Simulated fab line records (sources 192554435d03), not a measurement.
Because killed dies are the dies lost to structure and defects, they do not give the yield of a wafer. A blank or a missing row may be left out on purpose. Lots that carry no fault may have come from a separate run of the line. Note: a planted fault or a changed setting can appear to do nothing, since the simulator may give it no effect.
Split-lot trial | flow n5-finfet | on a route of 1938 steps: 7 lots, 21 wafers read

ON THE SPLIT
At N5_PASSIVATION_EXPOSE_27 (exposes mask PAD, defocus 0 nm), the setting dose-mj was moved away from the recipe's 32.3 on 7 of the 21 wafers read, by +3.1% to +6.5%. All remaining wafers had this setting at the recipe value.

FROM THE SPLIT TO THE READING: what the file shows between them, 3 steps
- N5_PASSIVATION_PEB_28
- N5_PASSIVATION_DEVELOP_29: develop time 60 s
- N5_PASSIVATION_HARDBAKE_31: time 120 s

THE READING
Shown in nm: cd-nm at N5_PASSIVATION_CD_MEAS_30, with target cd 4000 nm. On this fab line, fault-free wafers typically give 3998.9 nm with a standard deviation of 2 nm.

wafer  | tool, chamber at the split | dose-mj as run | against the recipe | cd-nm, nm | against lot-mates on the recipe
L074.3 | krf-scanner-02, 0          | 34.41          | +6.5%              | 4012.7    | +11.8
L074.5 | krf-scanner-02, 0          | 32.3           | recipe             | 4000.9    | -
L074.6 | krf-scanner-02, 0          | 34.41          | +6.5%              | 4009.9    | +9.0
L075.3 | krf-scanner-02, 0          | 32.3           | recipe             | 4000.3    | -
L075.4 | krf-scanner-02, 0          | 32.3           | recipe             | 3997.3    | -
L075.5 | krf-scanner-02, 0          | 32.3           | recipe             | 4000.8    | -
L078.1 | krf-scanner-02, 0          | 33.29          | +3.1%              | 4004.5    | +6.3
L078.2 | krf-scanner-02, 0          | 32.3           | recipe             | 3996.1    | -
L078.4 | krf-scanner-02, 0          | 32.3           | recipe             | 4000.3    | -
L077.2 | krf-scanner-02, 0          | 32.3           | recipe             | 3993.6    | -
L077.3 | krf-scanner-02, 0          | 32.3           | recipe             | 3993.0    | -
L077.5 | krf-scanner-02, 0          | 32.3           | recipe             | 3998.2    | -
L088.1 | krf-scanner-01, 0          | 32.3           | recipe             | 3996.6    | -
L088.2 | krf-scanner-01, 0          | 32.3           | recipe             | 3999.7    | -
L088.3 | krf-scanner-01, 0          | 33.35          | +3.3%              | 4004.6    | +6.5
L090.2 | krf-scanner-02, 0          | 34.01          | +5.3%              | 4006.5    | +7.8
L090.3 | krf-scanner-02, 0          | 32.3           | recipe             | 3998.3    | -
L090.4 | krf-scanner-02, 0          | 32.3           | recipe             | 3999.0    | -
L094.3 | krf-scanner-02, 0          | 32.3           | recipe             | 3995.3    | -
L094.5 | krf-scanner-02, 0          | 33.75          | +4.5%              | 4007.1    | +11.8
L094.6 | krf-scanner-02, 0          | 33.75          | +4.5%              | 4007.8    | +12.5

FIT RESULTS
A straight line over all 21 wafers: cd-nm changes by +2.02 nm for each +1% of dose-mj; r = +0.91; the points scatter about the line by 2.3 nm.
The same after taking each lot's own level away (the mean of its wafers on the recipe; 21 wafers): +1.85 nm for each +1%; r = +0.91; scatter 2.1 nm.
The reading moves by 12 nm for the largest change in dose-mj, on that fit.
From 3994.93 to 4000.90 nm: that is the span of the lots' own levels, equal to 3.0 times the standard deviation above.
Consequently the slope shifts little with the lot-to-lot level, the two slopes agreeing.
Check: +12.4 nm against its lot-mates is what the line predicts for one of the wafers moved furthest among these (+6.5%) when that wafer is left out of the fit. It came out at +11.8 nm against them.

ADDITIONAL SPLITS CARRIED BY THESE WAFERS
These wafers also went through other splits before the reading. Each is held against what the fit with the lots' levels taken away leaves over:
other split on the same wafers      | wafers away from the commonest value | r with cd-nm (lot level and that fit taken away)
N5_BEOL_M14_PEB_08 peb-time-s       | 7                                    | +0.06
N5_BEOL_M15_EXPOSE_25 dose-mj       | 4                                    | +0.37
N5_BEOL_M15_TRENCH_ETCH_34 time-s   | 2                                    | +0.35
N5_BEOL_M15_STRIP_37 pressure-mtorr | 15                                   | -0.08

FILE'S OWN FIT
cd-nm changes by +1.84 nm for each +1% of dose-mj, r = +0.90.
